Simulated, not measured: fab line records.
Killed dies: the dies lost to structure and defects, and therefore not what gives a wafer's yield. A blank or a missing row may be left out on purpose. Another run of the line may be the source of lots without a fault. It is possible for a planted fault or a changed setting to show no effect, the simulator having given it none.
fab line records    flow n5-finfet
record: lots: 12  wafers: 35  last-day: 18
route steps=1938 shown BEOL_M9@1456 BEOL_M10@1473 PASSIVATION@1936
lots that met no fault: from a run of the same line without faults
start-h: start of the lot's first displayed wafer, in hours after the record's first day    wait-h: time in hours since the lot's previous step    " identical to the entry in the row above    L1.1+2: a row that stands for several wafers    - no value present, or no start provided    * or withheld: withheld    < > ~ a bound
route shown NAME@n: names a module that has steps shown in the file, with the first one's number in the route    usual: average and standard deviation across the fault-free wafers    same: alike in all rows    chamber/n: place in a boat    sites: the reading at each site    _std_site: the values' standard deviation    _edge_site: inner sites' mean taken away from outer sites' mean    radius-mm: for every site, how far away it sits from the centre of the wafer    mask NAME#n: copy n    behind: the tool/chamber that last shaped the wafer    hold: reason for holding the lot/hours on hold/outcome of the hold    device: whichever transistor did not switch (one of n, p or np)    end of line: the same wafers' tests at the end of the route    where a step has no rows: the recipe by itself    killed: dies lost to structure and defects at the first sort, not the wafer's yield    map: dies across one wafer; x = killed, . = not, _ = none there
set.NAME: setting as actually run; set.NAME@STEP: the setting as run at that earlier step    model.NAME: the simulator's own value behind a step, which no gauge read
route steps across a sampled set of lots; one table per step, one row per wafer
services: when a tool's chamber went out of use (start-h, in hours from the record's first day, below 0 if earlier), for how many hours, and the reason
== steps ==
step: N5_BEOL_M9_DEGAS_44
recipe: ambient: vacuum  temp-c: 250  time-s: 60
usual: heater-power-w: 361/52
lot.wafer  tool            chamber  start-h  wait-h  heater-power-w
L586.1     pvd-sputter-02  -        241.09   0.3     439
L586.2     "               -        "        "       361
L586.3     "               -        "        "       363
L587.1     pvd-sputter-01  -        241.34   0.3     382
L587.2     "               -        "        "       346
L587.6     "               -        "        "       293
L591.3     pvd-sputter-02  -        252.89   0.5     438
L591.5     "               -        "        "       364
L591.6     "               -        "        "       438
L590.2     pvd-sputter-03  -        254.66   0.6     459
L590.4     "               -        "        "       349
L590.5     "               -        "        "       364
L592.2     pvd-sputter-01  -        269.43   0.4     348
L592.3     "               -        "        "       297
L592.4     "               -        "        "       384
L598.1     pvd-sputter-01  -        307.20   0.3     372
L598.2     "               -        "        "       292
L598.3     "               -        "        "       339
L600.2     pvd-sputter-03  -        335.91   0.3     348
L600.3     "               -        "        "       443
L600.6     "               -        "        "       446
L601.2     pvd-sputter-01  -        341.23   0.2     346
L601.3     "               -        "        "       297
L601.4     "               -        "        "       293
L604.2     pvd-sputter-02  -        348.78   0.3     347
L604.5     "               -        "        "       445
L604.6     "               -        "        "       358
L603.3     pvd-sputter-02  -        353.58   0.3     297
L603.4     "               -        "        "       430
L603.6     "               -        "        "       292
L606.4     pvd-sputter-02  -        353.96   0.2     368
L606.6     "               -        "        "       305
L608.1     pvd-sputter-01  -        370.00   0.6     292
L608.2     "               -        "        "       348
L608.6     "               -        "        "       385
step: N5_BEOL_M9_SPUTTER_48
recipe: material: Cu  target-thk-a: 120  temp-c: -20  bias-v: 60  power-w: 26000  chamber-pressure-pa: 0.13  time-s: 2
usual: throttle-valve-pct: 30.0/0.96
lot.wafer  tool            chamber  start-h  wait-h  throttle-valve-pct
L586.1     pvd-sputter-02  -        241.87   0.1     29.9
L586.2     "               -        "        "       31.2
L586.3     "               -        "        "       28.6
L587.1     pvd-sputter-02  -        242.11   0.2     29.8
L587.2     "               -        "        "       31.3
L587.6     "               -        "        "       30.1
L591.3     pvd-sputter-01  -        254.40   0.3     29.2
L591.5     "               -        "        "       29.8
L591.6     "               -        "        "       28.5
L590.2     pvd-sputter-03  -        257.04   1.6     32.1
L590.4     "               -        "        "       31.1
L590.5     "               -        "        "       31.3
L592.2     pvd-sputter-03  -        270.44   0.1     29.0
L592.3     "               -        "        "       29.9
L592.4     "               -        "        "       32.0
L598.1     pvd-sputter-02  -        307.83   0.1     29.6
L598.2     "               -        "        "       30.2
L598.3     "               -        "        "       31.3
L600.2     pvd-sputter-02  -        338.61   2.0     31.3
L600.3     "               -        "        "       28.9
L600.6     "               -        "        "       31.2
L601.2     pvd-sputter-02  -        343.44   1.4     29.0
L601.3     "               -        "        "       29.7
L601.4     "               -        "        "       31.3
L604.2     pvd-sputter-01  -        349.74   0.1     28.9
L604.5     "               -        "        "       29.8
L604.6     "               -        "        "       28.8
L603.3     pvd-sputter-03  -        354.98   0.6     31.0
L603.4     "               -        "        "       31.8
L603.6     "               -        "        "       31.2
L606.4     pvd-sputter-02  -        355.92   0.5     31.3
L606.6     "               -        "        "       30.1
L608.1     pvd-sputter-03  -        370.68   0.1     29.2
L608.2     "               -        "        "       29.6
L608.6     "               -        "        "       32.1
step: N5_BEOL_M10_PECVD_70
recipe: material: SiO2  target-thk-a: 200  temp-c: 400  precursor: TEOS/O2  pressure-torr: 5.5  rf-w: 450  teos-flow-sccm: 53.8  gas: O2  flow-sccm: 3000  time-s: 22.7
usual: heater-power-w: 702/74  showerhead-plenum-p-Torr: 8.77/0.052  throttle-valve-pct: 22.8/1.8
lot.wafer  tool      chamber  start-h  wait-h  heater-power-w  showerhead-plenum-p-Torr  throttle-valve-pct
L586.1     pecvd-03  1        243.51   0.0     626             8.85                      24.9
L586.2     "         0        "        "       868             8.73                      23.6
L586.3     "         2        "        "       723             8.77                      19.5
L587.1     pecvd-02  2        243.75   0.0     698             8.78                      21.2
L587.2     "         1        "        "       702             8.77                      24.1
L587.6     "         1        "        "       685             8.78                      24.0
L591.3     pecvd-03  1        256.84   0.0     696             8.82                      25.3
L591.5     "         1        "        "       688             8.84                      25.0
L591.6     "         0        "        "       858             8.74                      23.3
L590.2     pecvd-02  2        259.59   0.0     640             8.77                      21.2
L590.4     "         1        "        "       682             8.75                      23.7
L590.5     "         0        "        "       721             8.67                      20.9
L592.2     pecvd-03  2        272.64   0.0     727             8.77                      20.0
L592.3     "         1        "        "       635             8.85                      24.9
L592.4     "         1        "        "       635             8.83                      24.8
L598.1     pecvd-03  0        309.48   0.0     789             8.71                      23.5
L598.2     "         2        "        "       658             8.77                      20.0
L598.3     "         1        "        "       701             8.79                      24.9
L600.2     pecvd-01  1        340.25   0.0     662             8.86                      22.8
L600.3     "         2        "        "       635             8.83                      23.6
L600.6     "         0        "        "       721             8.73                      25.0
L601.2     pecvd-01  2        345.56   0.0     637             8.82                      23.7
L601.3     "         0        "        "       738             8.75                      25.1
L601.4     "         0        "        "       741             8.75                      24.9
L604.2     pecvd-03  1        351.52   0.0     682             8.84                      24.9
L604.5     "         2        "        "       683             8.79                      20.0
L604.6     "         0        "        "       830             8.73                      23.6
L603.3     pecvd-02  0        356.64   0.0     766             8.67                      21.1
L603.4     "         2        "        "       630             8.76                      21.4
L603.6     "         0        "        "       755             8.65                      20.9
L606.4     pecvd-01  0        357.66   0.1     797             8.72                      25.1
L606.6     "         2        "        "       635             8.82                      23.5
L608.1     pecvd-03  1        372.42   0.0     593             8.82                      24.9
L608.2     "         2        "        "       644             8.79                      20.0
L608.6     "         2        "        "       674             8.78                      20.1
step: N5_BEOL_M10_COAT_59
recipe: resist: SOC  temp-c: 250  time-s: 60  spin-rpm: 1500  resist-thk-nm: 100
usual: heater-power-total-W: 500.9/1.8  plate-temp-C: 249.99/0.17
lot.wafer  tool            chamber  start-h  wait-h  heater-power-total-W  plate-temp-C
L586.1     litho-track-02  0        244.10   0.1     503.0                 249.89
L586.2     "               0        "        "       503.2                 249.89
L586.3     "               0        "        "       498.4                 249.93
L587.1     litho-track-02  0        246.41   0.1     499.7                 249.98
L587.2     "               0        "        "       497.6                 250.23
L587.6     "               0        "        "       499.8                 250.27
L591.3     litho-track-02  0        257.76   0.1     494.5                 247.75
L591.5     "               0        "        "       494.3                 247.74
L591.6     "               0        "        "       496.4                 247.69
L590.2     litho-track-02  0        262.19   0.1     493.5                 247.80
L590.4     "               0        "        "       495.8                 247.34
L590.5     "               0        "        "       497.5                 247.56
L592.2     litho-track-03  0        273.79   0.1     499.9                 250.28
L592.3     "               0        "        "       500.0                 250.00
L592.4     "               0        "        "       498.7                 249.93
L598.1     litho-track-03  0        310.68   0.1     499.6                 249.85
L598.2     "               0        "        "       502.5                 249.82
L598.3     "               0        "        "       502.9                 249.92
L600.2     litho-track-04  0        341.09   0.1     502.0                 250.23
L600.3     "               0        "        "       502.2                 250.05
L600.6     "               0        "        "       502.3                 250.14
L601.2     litho-track-04  0        345.88   0.1     497.9                 250.16
L601.3     "               0        "        "       502.4                 250.02
L601.4     "               0        "        "       499.1                 250.24
L604.2     litho-track-03  0        352.98   0.1     498.9                 250.00
L604.5     "               0        "        "       502.6                 249.87
L604.6     "               0        "        "       501.4                 249.76
L603.3     litho-track-03  0        357.43   0.1     501.3                 250.16
L603.4     "               0        "        "       503.2                 250.16
L603.6     "               0        "        "       500.8                 250.17
L606.4     litho-track-03  0        358.11   0.1     501.6                 250.04
L606.6     "               0        "        "       501.8                 249.95
L608.1     litho-track-03  0        376.09   0.1     499.9                 249.86
L608.2     "               0        "        "       497.8                 249.68
L608.6     "               0        "        "       499.6                 250.05
step: N5_PASSIVATION_PROBE_49
usual: defect-limited-yield: 91.2/1.4  killed_at_M0_to_M3: 34/11  killed_at_M4_up: 14/6.3  killed-at-contacts: 13/7.4  killed-at-front-end: 38/11  killed-at-other: 4.3/2.9  killed-dies: 103/17  killed-open: 68/12  killed-short: 34/8  sort_bin_5_function: 5.1/0.9  sort_bin_6_memory: 3.3/0.66  sort-n-pass: 1077/17  sort-yield-pct: 91.2/1.4
same: gross-dies: 1180  killed-at-back-side: 0  sort_bin_4_leakage[%]: 0  sort_bin_8_speed[%]: 0
lot.wafer  tool       chamber  start-h  wait-h  defect-limited-yield[%]  killed_at_M0_to_M3  killed_at_M4_up  killed-at-contacts  killed-at-front-end  killed-at-other  killed-dies  killed-open  killed-short  sort_bin_5_function[%]  sort_bin_6_memory[%]  sort-n-pass  sort-yield-pct[%]
L586.1     prober-01  -        294.99   0.0     91.8                     32                  12               3                   43                   7                97           67           29            5.3                     2.7                   1083         91.8
L586.2     prober-01  -        295.04   0.1     92.5                     31                  15               7                   32                   4                89           57           31            5.0                     2.2                   1091         92.5
L586.3     prober-01  -        295.09   0.1     94.4                     24                  5                12                  21                   4                66           52           14            3.6                     1.9                   1114         94.4
L587.1     prober-01  -        308.64   0.0     92.2                     41                  14               6                   26                   5                92           66           24            4.4                     3.1                   1088         92.2
L587.2     prober-01  -        308.69   0.1     91.2                     30                  16               10                  41                   7                104          66           35            5.3                     3.4                   1076         91.2
L587.6     prober-01  -        308.89   0.3     93.1                     20                  7                8                   41                   5                81           54           25            4.3                     2.3                   1099         93.1
L591.3     prober-01  -        313.36   0.1     92.1                     27                  10               20                  33                   3                93           70           22            4.9                     2.9                   1087         92.1
L591.5     prober-01  -        313.46   0.2     92.2                     24                  9                21                  37                   1                92           59           33            4.7                     2.7                   1088         92.2
L591.6     prober-01  -        313.51   0.3     92.1                     7                   9                22                  51                   4                93           50           39            3.9                     3.3                   1087         92.1
L590.2     prober-02  -        315.30   0.1     92.0                     15                  24               11                  38                   6                94           63           31            4.0                     3.4                   1086         92.0
L590.4     prober-02  -        315.40   0.2     91.3                     16                  21               11                  49                   6                103          73           30            4.7                     3.7                   1077         91.3
L590.5     prober-02  -        315.45   0.2     90.5                     38                  23               12                  29                   10               112          79           33            5.3                     3.7                   1068         90.5
L592.2     prober-01  -        328.24   0.1     89.9                     20                  16               40                  32                   11               119          83           36            5.8                     3.9                   1061         89.9
L592.3     prober-01  -        328.29   0.1     90.9                     15                  11               22                  57                   2                107          72           35            5.4                     3.4                   1073         90.9
L592.4     prober-01  -        328.34   0.2     91.8                     19                  11               25                  38                   4                97           69           28            4.2                     3.8                   1083         91.8
L598.1     prober-01  -        369.49   0.0     91.7                     30                  12               18                  37                   1                98           67           31            4.4                     3.6                   1082         91.7
L598.2     prober-01  -        369.54   0.1     93.2                     35                  11               14                  18                   2                80           51           29            4.2                     2.5                   1100         93.2
L598.3     prober-01  -        369.59   0.1     91.0                     33                  9                15                  47                   2                106          72           33            5.8                     3.1                   1074         91.0
L601.2     prober-01  -        397.73   0.1     92.5                     12                  15               7                   46                   8                88           59           24            4.7                     2.6                   1092         92.5
L601.3     prober-01  -        397.78   0.1     91.0                     22                  28               7                   46                   3                106          71           31            4.9                     3.7                   1074         91.0
L601.4     prober-01  -        397.83   0.2     93.1                     25                  14               7                   32                   3                81           51           29            3.9                     2.6                   1099         93.1
L600.2     prober-01  -        398.28   0.1     90.0                     42                  17               29                  28                   2                118          86           32            5.2                     4.5                   1062         90.0
L600.3     prober-01  -        398.33   0.1     91.3                     41                  5                35                  19                   3                103          72           31            5.4                     3.1                   1077         91.3
L600.6     prober-01  -        398.48   0.3     90.7                     45                  22               21                  19                   3                110          86           24            6.1                     2.9                   1070         90.7
L603.3     prober-01  -        414.20   0.1     91.5                     30                  10               7                   50                   3                100          75           25            5.0                     3.1                   1080         91.5
L603.4     prober-01  -        414.25   0.2     93.3                     25                  16               4                   32                   2                79           52           27            4.7                     1.8                   1101         93.3
L603.6     prober-01  -        414.35   0.3     92.1                     31                  9                8                   43                   2                93           67           25            3.9                     3.7                   1087         92.1
L604.2     prober-01  -        415.57   0.1     90.8                     43                  13               10                  36                   6                108          68           36            4.8                     4.2                   1072         90.8
L604.5     prober-01  -        415.72   0.2     90.1                     42                  11               14                  49                   1                117          77           39            5.8                     3.7                   1063         90.1
L604.6     prober-01  -        415.77   0.3     90.1                     47                  11               9                   46                   4                117          71           42            5.6                     3.8                   1063         90.1
L606.4     prober-01  -        424.26   0.2     88.8                     47                  27               10                  44                   4                132          95           37            6.9                     3.8                   1048         88.8
L606.6     prober-01  -        424.36   0.3     86.7                     62                  18               5                   69                   3                157          103          54            8.3                     4.6                   1023         86.7
L608.1     prober-01  -        436.90   0.0     89.6                     42                  26               11                  43                   1                123          77           44            5.8                     4.4                   1057         89.6
L608.2     prober-01  -        436.95   0.1     92.5                     29                  17               19                  23                   1                89           63           26            4.7                     2.5                   1091         92.5
L608.6     prober-01  -        437.15   0.3     92.1                     41                  12               13                  24                   3                93           54           37            4.6                     2.7                   1087         92.1
killed by level:class
L586.1 STI_FIN_REVEAL:geometric-particle:open=14 BEOL_M2:geometric-particle:open=9 DUMMY_GATE:geometric-particle:open=5 BEOL_M0_SAQP:geometric-particle:short=5 BEOL_M3:geometric-particle:open=5 BEOL_M4:geometric-particle:open=5 STI_FIN_REVEAL:geometric-particle:short=4 PAD_METAL:geometric-particle:open=4
L586.2 BEOL_M2:geometric-particle:open=11 BEOL_M4:geometric-particle:open=8 MOL_CONTACT_COAG:geometric-particle:open=7 FIN_SAQP:geometric-particle:short=6 STI_FIN_REVEAL:geometric-particle:open=6 BEOL_M0_SAQP:geometric-particle:short=6 DUMMY_GATE:geometric-particle:open=4 STARTING-WAFER:geometric-particle:short=4
L586.3 MOL_CONTACT_COAG:geometric-particle:open=10 BEOL_M2:geometric-particle:open=8 BEOL_M1:geometric-particle:open=6 STI_FIN_REVEAL:geometric-particle:open=6 FIN_SAQP:geometric-particle:open=4 FIN_SAQP:geometric-particle:short=4 BEOL_M3:geometric-particle:open=4 BEOL_M4:geometric-particle:open=3
L587.1 BEOL_M1:geometric-particle:open=10 FIN_SAQP:geometric-particle:open=9 BEOL_M3:geometric-particle:open=9 MOL_CONTACT_COAG:geometric-particle:open=6 BEOL_M0_SAQP:geometric-particle:short=6 FIN_SAQP:geometric-particle:short=5 BEOL_M0_SAQP:geometric-particle:open=5 BEOL_M4:geometric-particle:open=5
L587.2 FIN_SAQP:geometric-particle:open=15 BEOL_M1:geometric-particle:open=11 FIN_SAQP:geometric-particle:short=7 MOL_CONTACT_COAG:geometric-particle:open=7 BEOL_M3:geometric-particle:open=6 BEOL_M4:geometric-particle:open=6 GATE_CUT:geometric-particle:short=4 BEOL_M6:geometric-particle:open=3
L587.6 FIN_SAQP:geometric-particle:open=16 STI_FIN_REVEAL:geometric-particle:open=7 FIN_SAQP:geometric-particle:short=6 MOL_CONTACT_COAG:geometric-particle:open=6 BEOL_M3:geometric-particle:open=6 GATE_CUT:geometric-particle:short=4 STARTING-WAFER:geometric-particle:open=4 BEOL_M0_SAQP:geometric-particle:open=3
L591.3 MOL_CONTACT_COAG:geometric-particle:open=18 FIN_SAQP:geometric-particle:open=11 BEOL_M2:geometric-particle:open=8 BEOL_M1:geometric-particle:open=7 BEOL_M4:geometric-particle:open=5 STARTING-WAFER:geometric-particle:short=5 BEOL_M0:geometric-particle:short=3 BEOL_M3:geometric-particle:open=3
L591.5 MOL_CONTACT_COAG:geometric-particle:open=15 FIN_SAQP:geometric-particle:short=11 FIN_SAQP:geometric-particle:open=10 MOL_CONTACT_COAG:geometric-particle:short=6 BEOL_M2:geometric-particle:open=5 STARTING-WAFER:geometric-particle:open=5 STI_FIN_REVEAL:geometric-particle:open=4 BEOL_M0_SAQP:geometric-particle:short=4
L591.6 FIN_SAQP:geometric-particle:short=17 MOL_CONTACT_COAG:geometric-particle:open=16 FIN_SAQP:geometric-particle:open=15 MOL_CONTACT_COAG:geometric-particle:short=6 STI_FIN_REVEAL:geometric-particle:open=4 HKMG_FIN:area-etch=3 DUMMY_GATE:geometric-particle:open=2 ILD0:geometric-particle:short=2
L590.2 BEOL_M4:geometric-particle:open=11 FIN_SAQP:geometric-particle:open=9 FIN_SAQP:geometric-particle:short=8 MOL_CONTACT_COAG:geometric-particle:open=8 BEOL_M0_SAQP:geometric-particle:open=5 STI_FIN_REVEAL:geometric-particle:open=4 STARTING-WAFER:geometric-particle:open=4 BEOL_M2:geometric-particle:open=3
L590.4 STI_FIN_REVEAL:geometric-particle:open=15 BEOL_M4:geometric-particle:open=11 MOL_CONTACT_COAG:geometric-particle:open=10 FIN_SAQP:geometric-particle:open=6 FIN_SAQP:geometric-particle:short=6 DUMMY_GATE:geometric-particle:short=5 BEOL_M1:geometric-particle:open=5 BEOL_M0_SAQP:geometric-particle:open=4
L590.5 BEOL_M1:geometric-particle:open=14 BEOL_M4:geometric-particle:open=12 FIN_SAQP:geometric-particle:open=10 BEOL_M3:geometric-particle:open=10 MOL_CONTACT_COAG:geometric-particle:open=9 FIN_SAQP:geometric-particle:short=6 STI_FIN_REVEAL:geometric-particle:open=4 BEOL_M5:geometric-particle:short=4
L592.2 MOL_CONTACT_COAG:geometric-particle:open=35 BEOL_M4:geometric-particle:open=7 GATE_CUT:geometric-particle:short=6 BEOL_M0_SAQP:geometric-particle:short=6 PASS1_CAP:geometric-particle:open=5 STI_FIN_REVEAL:geometric-particle:open=5 DUMMY_GATE:geometric-particle:open=5 MOL_CONTACT_COAG:geometric-particle:short=5
L592.3 MOL_CONTACT_COAG:geometric-particle:open=17 FIN_SAQP:geometric-particle:open=13 FIN_SAQP:geometric-particle:short=12 STI_FIN_REVEAL:geometric-particle:open=8 MOL_CONTACT_COAG:geometric-particle:short=5 BEOL_M2:geometric-particle:open=5 SPACER0:geometric-particle:open=4 GATE_CUT:geometric-particle:open=4
L592.4 MOL_CONTACT_COAG:geometric-particle:open=22 STI_FIN_REVEAL:geometric-particle:open=9 GATE_CUT:geometric-particle:short=7 FIN_SAQP:geometric-particle:open=5 BEOL_M2:geometric-particle:open=4 BEOL_M3:geometric-particle:open=4 BEOL_M5:geometric-particle:open=4 FIN_SAQP:geometric-particle:short=3
L598.1 STI_FIN_REVEAL:geometric-particle:open=15 MOL_CONTACT_COAG:geometric-particle:open=13 FIN_SAQP:geometric-particle:open=9 BEOL_M0_SAQP:geometric-particle:short=8 BEOL_M2:geometric-particle:open=8 BEOL_M0_SAQP:geometric-particle:open=7 MOL_CONTACT_COAG:geometric-particle:short=5 STI_FIN_REVEAL:geometric-particle:short=4
L598.2 BEOL_M0_SAQP:geometric-particle:open=12 MOL_CONTACT_COAG:geometric-particle:open=11 BEOL_M0_SAQP:geometric-particle:short=10 FIN_SAQP:geometric-particle:open=8 BEOL_M2:geometric-particle:open=6 FIN_SAQP:geometric-particle:short=3 MOL_CONTACT_COAG:geometric-particle:short=3 BEOL_M1:geometric-particle:short=3
L598.3 FIN_SAQP:geometric-particle:open=15 MOL_CONTACT_COAG:geometric-particle:open=14 BEOL_M0_SAQP:geometric-particle:short=8 STI_FIN_REVEAL:geometric-particle:open=7 BEOL_M0_SAQP:geometric-particle:open=7 FIN_SAQP:geometric-particle:short=6 BEOL_M1:geometric-particle:open=6 BEOL_M2:geometric-particle:open=4
L601.2 STI_FIN_REVEAL:geometric-particle:open=15 FIN_SAQP:geometric-particle:open=5 FIN_SAQP:geometric-particle:short=5 DUMMY_GATE:geometric-particle:open=4 MOL_CONTACT_COAG:geometric-particle:short=4 BEOL_M0_SAQP:geometric-particle:open=4 BEOL_M3:geometric-particle:open=4 BEOL_M4:geometric-particle:open=4
L601.3 STI_FIN_REVEAL:geometric-particle:open=20 BEOL_M4:geometric-particle:open=17 FIN_SAQP:geometric-particle:short=7 BEOL_M0_SAQP:geometric-particle:open=7 MOL_CONTACT_COAG:geometric-particle:open=6 GATE_CUT:geometric-particle:short=5 BEOL_M3:geometric-particle:open=4 BEOL_M0_SAQP:geometric-particle:short=4
L601.4 FIN_SAQP:geometric-particle:short=9 BEOL_M4:geometric-particle:open=7 STI_FIN_REVEAL:geometric-particle:open=6 MOL_CONTACT_COAG:geometric-particle:open=6 BEOL_M0_SAQP:geometric-particle:open=6 DUMMY_GATE:geometric-particle:open=5 BEOL_M0_SAQP:geometric-particle:short=5 FIN_SAQP:geometric-particle:open=4
L600.2 MOL_CONTACT_COAG:geometric-particle:open=25 BEOL_M0_SAQP:geometric-particle:open=11 FIN_SAQP:geometric-particle:open=8 BEOL_M3:geometric-particle:open=8 BEOL_M4:geometric-particle:open=8 BEOL_M0_SAQP:geometric-particle:short=7 BEOL_M2:geometric-particle:open=5 FIN_SAQP:geometric-particle:short=4
L600.3 MOL_CONTACT_COAG:geometric-particle:open=27 BEOL_M0_SAQP:geometric-particle:open=11 BEOL_M3:geometric-particle:open=11 MOL_CONTACT_COAG:geometric-particle:short=8 GATE_CUT:geometric-particle:short=7 BEOL_M2:geometric-particle:open=6 BEOL_M0_SAQP:geometric-particle:short=5 BEOL_M2:geometric-particle:short=4
L600.6 MOL_CONTACT_COAG:geometric-particle:open=16 BEOL_M3:geometric-particle:open=13 BEOL_M4:geometric-particle:open=12 BEOL_M2:geometric-particle:open=12 BEOL_M0_SAQP:geometric-particle:open=7 MOL_CONTACT_COAG:geometric-particle:short=5 BEOL_M0_SAQP:geometric-particle:short=5 DUMMY_GATE:geometric-particle:open=4
L603.3 STI_FIN_REVEAL:geometric-particle:open=22 BEOL_M0_SAQP:geometric-particle:open=10 BEOL_M1:geometric-particle:open=8 FIN_SAQP:geometric-particle:open=7 MOL_CONTACT_COAG:geometric-particle:open=6 DUMMY_GATE:geometric-particle:open=4 STI_FIN_REVEAL:geometric-particle:short=3 GATE_CUT:geometric-particle:short=3
L603.4 FIN_SAQP:geometric-particle:open=8 BEOL_M3:geometric-particle:open=8 FIN_SAQP:geometric-particle:short=6 BEOL_M2:geometric-particle:open=6 DUMMY_GATE:geometric-particle:open=5 BEOL_M4:geometric-particle:open=5 MOL_CONTACT_COAG:geometric-particle:open=4 BEOL_M4:geometric-particle:short=3
L603.6 FIN_SAQP:geometric-particle:open=10 DUMMY_GATE:geometric-particle:open=8 BEOL_M3:geometric-particle:open=8 BEOL_M1:geometric-particle:open=7 STARTING-WAFER:geometric-particle:open=6 MOL_CONTACT_COAG:geometric-particle:open=5 BEOL_M0_SAQP:geometric-particle:short=5 GATE_CUT:geometric-particle:short=4
L604.2 BEOL_M1:geometric-particle:open=10 BEOL_M0_SAQP:geometric-particle:open=8 FIN_SAQP:geometric-particle:short=7 FIN_SAQP:geometric-particle:open=7 BEOL_M0_SAQP:geometric-particle:short=7 BEOL_M2:geometric-particle:open=7 DUMMY_GATE:geometric-particle:open=6 BEOL_M3:geometric-particle:open=6
L604.5 BEOL_M0_SAQP:geometric-particle:open=14 STI_FIN_REVEAL:geometric-particle:open=12 BEOL_M0_SAQP:geometric-particle:short=10 BEOL_M1:geometric-particle:open=10 FIN_SAQP:geometric-particle:open=9 MOL_CONTACT_COAG:geometric-particle:open=8 FIN_SAQP:geometric-particle:short=6 MOL_CONTACT_COAG:geometric-particle:short=6
L604.6 FIN_SAQP:geometric-particle:open=12 BEOL_M0_SAQP:geometric-particle:short=11 FIN_SAQP:geometric-particle:short=10 BEOL_M0_SAQP:geometric-particle:open=10 BEOL_M2:geometric-particle:open=10 MOL_CONTACT_COAG:geometric-particle:open=6 BEOL_M1:geometric-particle:open=6 STI_FIN_REVEAL:geometric-particle:open=5
L606.4 BEOL_M4:geometric-particle:open=16 BEOL_M1:geometric-particle:open=11 BEOL_M3:geometric-particle:open=11 FIN_SAQP:geometric-particle:short=9 STI_FIN_REVEAL:geometric-particle:open=9 MOL_CONTACT_COAG:geometric-particle:open=9 FIN_SAQP:geometric-particle:open=8 BEOL_M0_SAQP:geometric-particle:open=6
L606.6 STI_FIN_REVEAL:geometric-particle:open=17 BEOL_M1:geometric-particle:open=17 FIN_SAQP:geometric-particle:open=15 BEOL_M3:geometric-particle:open=15 FIN_SAQP:geometric-particle:short=11 BEOL_M4:geometric-particle:open=8 BEOL_M0_SAQP:geometric-particle:short=6 BEOL_M0_SAQP:geometric-particle:open=6
L608.1 BEOL_M4:geometric-particle:open=17 FIN_SAQP:geometric-particle:short=16 BEOL_M0_SAQP:geometric-particle:short=14 BEOL_M3:geometric-particle:open=12 MOL_CONTACT_COAG:geometric-particle:open=10 FIN_SAQP:geometric-particle:open=9 BEOL_M0_SAQP:geometric-particle:open=7 STI_FIN_REVEAL:geometric-particle:open=5
L608.2 MOL_CONTACT_COAG:geometric-particle:open=13 FIN_SAQP:geometric-particle:short=11 BEOL_M2:geometric-particle:open=10 BEOL_M4:geometric-particle:open=9 BEOL_M0_SAQP:geometric-particle:open=7 MOL_CONTACT_COAG:geometric-particle:short=6 BEOL_M3:geometric-particle:open=5 BEOL_M0_SAQP:geometric-particle:short=4
L608.6 BEOL_M0_SAQP:geometric-particle:short=11 MOL_CONTACT_COAG:geometric-particle:open=10 BEOL_M0_SAQP:geometric-particle:open=10 BEOL_M3:geometric-particle:open=9 STI_FIN_REVEAL:geometric-particle:open=7 BEOL_M3:geometric-particle:short=5 FIN_SAQP:geometric-particle:open=4 BEOL_M4:geometric-particle:short=4
== services ==
tool            chamber  start-h  hours  kind
pecvd-01        2        226.64   4.0    repair
pvd-sputter-02  -        227.10   2.2    repair
litho-track-04  -        242.03   -      consumable-replace:filter
pecvd-02        0        249.92   2.1    scheduled-down
pvd-sputter-01  -        259.00   8.8    repair
pecvd-01        1        292.74   2.1    scheduled-down
pecvd-01        2        295.85   6.1    repair
pecvd-02        1        307.58   4.4    repair
pecvd-01        1        317.60   5.5    scheduled-down
pecvd-02        -        335.95   0.3    repair
pecvd-03        0        352.53   6.8    repair
pecvd-03        -        364.63   0.4    repair
== key ==
first-sign: step: N5_BEOL_M10_COAT_59  reading: plate-temp-C  direction: down  sigmas: 14  usual: *  struck: *
effect: step: N5_BEOL_M10_COAT_59  reading: heater-power-total-W  direction: down  sigmas: 3.1  usual: *  struck: *
met-at N5_BEOL_M10_COAT_59
struck-lots L590,L591
not-acting-at N5_BEOL_M9_DEGAS_44,N5_BEOL_M9_SPUTTER_48,N5_BEOL_M10_PECVD_70
onset-between 246.41 257.76
fault: kind: process-parameter-drift  tool: litho-track-02  chamber: -  onset-h: 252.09  steps: N5_BEOL_M10_COAT_59  channel: temp-c  offset: *  shape: step  end-h: 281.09  acts-in: *  stated: *
